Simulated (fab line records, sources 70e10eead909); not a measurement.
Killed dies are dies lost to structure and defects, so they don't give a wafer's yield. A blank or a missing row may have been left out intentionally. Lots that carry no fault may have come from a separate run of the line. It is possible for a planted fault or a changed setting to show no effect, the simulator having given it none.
Check of tool commonality | flow nand_harc | 45 wafers sampled across 12 lots

== REASON FOR OPENING ==
On 3 of the 12 lots, a flag is raised at NHARC_P_M1_CD_MEAS_09 on the reading cd_nm. Wafers without a fault read 130.2 nm, standard deviation 0.72.
Rule: a lot is flagged in two cases, either no wafer of it has a number, or all its wafers with numbers fall more than 4 standard deviations from that mean. All remaining lots are regarded as sound.

lot  | measured     | on        | cd_nm (nm), wafer by wafer          | flag
L151 | day 6 09:45  | cd_sem-02 | 129.6 130.0 130.2                   |
L154 | day 6 13:08  | cd_sem-03 | 130.3 130.5 131.2                   |
L153 | day 6 15:12  | cd_sem-02 | 129.1 129.2 128.7                   |
L155 | day 7 00:08  | cd_sem-03 | 128.6 128.4 128.5                   |
L160 | day 8 06:08  | cd_sem-02 | 135.9 136.8 136.7 136.2 136.4 136.7 | FLAGGED
L163 | day 9 02:47  | cd_sem-01 | 137.2 137.9 136.8 137.5 137.6 137.1 | FLAGGED
L165 | day 9 03:05  | cd_sem-01 | 131.1 129.5 130.3                   |
L162 | day 9 04:17  | cd_sem-03 | 136.6 136.0 135.5 136.6 135.9 135.5 | FLAGGED
L164 | day 9 11:28  | cd_sem-01 | 129.6 129.6 129.9                   |
L166 | day 10 00:10 | cd_sem-02 | 129.8 131.7 130.7                   |
L167 | day 10 03:36 | cd_sem-01 | 131.0 130.9 132.3                   |
L173 | day 11 08:38 | cd_sem-01 | 131.0 130.4 131.6                   |
The numbers of the flagged lots are 136.6 nm on average: +6.4 nm against the usual, or +9 standard deviations.

== LOT BY LOT: THE TOOL USED ==
The record holds 3 process steps before the reading, out of a route of 1159 steps. Every cell lists first the tool, next ch and the chambers used by the sampled wafers, and last the start.
lot  | flag    | NHARC_P_M0_DEGAS_28          | NHARC_P_M0_PVD_20                       | NHARC_P_M1_PEB_07
L151 |         | pvd_sputter-01, day 6 06:38  | pvd_sputter-01, day 6 09:40 or earlier  | litho_track-01 ch 0, day 6 09:40
L154 |         | pvd_sputter-02, day 6 10:19  | pvd_sputter-02, day 6 13:03 or earlier  | litho_track-04 ch 0, day 6 13:03
L153 |         | pvd_sputter-01, day 6 12:11  | pvd_sputter-01, day 6 15:07 or earlier  | litho_track-01 ch 0, day 6 15:07
L155 |         | pvd_sputter-03, day 6 17:18  | pvd_sputter-03, day 7 00:04 or earlier  | litho_track-01 ch 0, day 7 00:04
L160 | FLAGGED | pvd_sputter-01, day 8 03:08  | pvd_sputter-01, day 8 06:03 or earlier  | litho_track-01 ch 0, day 8 06:03
L163 | FLAGGED | pvd_sputter-01, day 8 23:40  | pvd_sputter-01, day 9 02:42 or earlier  | litho_track-01 ch 0, day 9 02:42
L165 |         | pvd_sputter-03, day 9 00:06  | pvd_sputter-03, day 9 03:01 or earlier  | litho_track-04 ch 0, day 9 03:01
L162 | FLAGGED | pvd_sputter-02, day 9 01:02  | pvd_sputter-02, day 9 04:12 or earlier  | litho_track-01 ch 0, day 9 04:12
L164 |         | pvd_sputter-03, day 9 08:17  | pvd_sputter-03, day 9 11:23 or earlier  | litho_track-06 ch 0, day 9 11:23
L166 |         | pvd_sputter-03, day 9 21:13  | pvd_sputter-03, day 10 00:05 or earlier | litho_track-04 ch 0, day 10 00:05
L167 |         | pvd_sputter-01, day 10 00:38 | pvd_sputter-01, day 10 03:31 or earlier | litho_track-04 ch 0, day 10 03:31
L173 |         | pvd_sputter-03, day 11 05:43 | pvd_sputter-03, day 11 08:34 or earlier | litho_track-04 ch 0, day 11 08:34
These steps, and what they do:
- NHARC_P_M0_DEGAS_28: time 60 s.
- NHARC_P_M0_PVD_20: deposits TaN, target thk 5 nm, time 8.06 s.
- NHARC_P_M1_PEB_07: peb time 65 s.
- NHARC_P_M1_CD_MEAS_09: target cd 130 nm.

== FLAGGED OVER TOTAL, TOOL BY TOOL (the gauges that took the reading come last) ==
step                  | tool           | lots run | flagged | share of the flagged lots | sound lots run after its first flagged lot
NHARC_P_M0_DEGAS_28   | pvd_sputter-01 | 5        | 2       | some                      | 1 (L167)
NHARC_P_M0_DEGAS_28   | pvd_sputter-02 | 2        | 1       | some                      | 0
NHARC_P_M0_DEGAS_28   | pvd_sputter-03 | 5        | 0       | none                      | -
NHARC_P_M0_PVD_20     | pvd_sputter-01 | 5        | 2       | some                      | 1 (L167)
NHARC_P_M0_PVD_20     | pvd_sputter-02 | 2        | 1       | some                      | 0
NHARC_P_M0_PVD_20     | pvd_sputter-03 | 5        | 0       | none                      | -
NHARC_P_M1_PEB_07     | litho_track-01 | 6        | 3       | all                       | 0
NHARC_P_M1_PEB_07     | litho_track-04 | 5        | 0       | none                      | -
NHARC_P_M1_PEB_07     | litho_track-06 | 1        | 0       | none                      | -
NHARC_P_M1_CD_MEAS_09 | cd_sem-01      | 5        | 1       | some                      | 4 (L165,L164,L167,L173)
NHARC_P_M1_CD_MEAS_09 | cd_sem-02      | 4        | 1       | some                      | 1 (L166)
NHARC_P_M1_CD_MEAS_09 | cd_sem-03      | 3        | 1       | some                      | 0
Because NHARC_P_M0_PVD_20 lacks a start for some lots, the hours and order of its lots are taken from NHARC_P_M1_PEB_07.

== WHAT THE TABLE PERMITS ==
In the table, 1 row covers all flagged lots: litho_track-01 at NHARC_P_M1_PEB_07.
- litho_track-01 at NHARC_P_M1_PEB_07 ran 6 lots, 3 of them flagged. Last sound lot L155 at day 7 00:04, first flagged lot L160 at day 8 06:03; a fault beginning in between fits.
litho_track-01 at NHARC_P_M1_PEB_07 is the single tool remaining.

== WHAT THE SIMULATOR PUT IN ==
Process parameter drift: litho_track-01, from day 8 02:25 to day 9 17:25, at NHARC_P_M1_PEB_07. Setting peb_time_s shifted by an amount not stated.
Lots struck among those shown: L160, L163, L162. The rule given above showed the same thing.
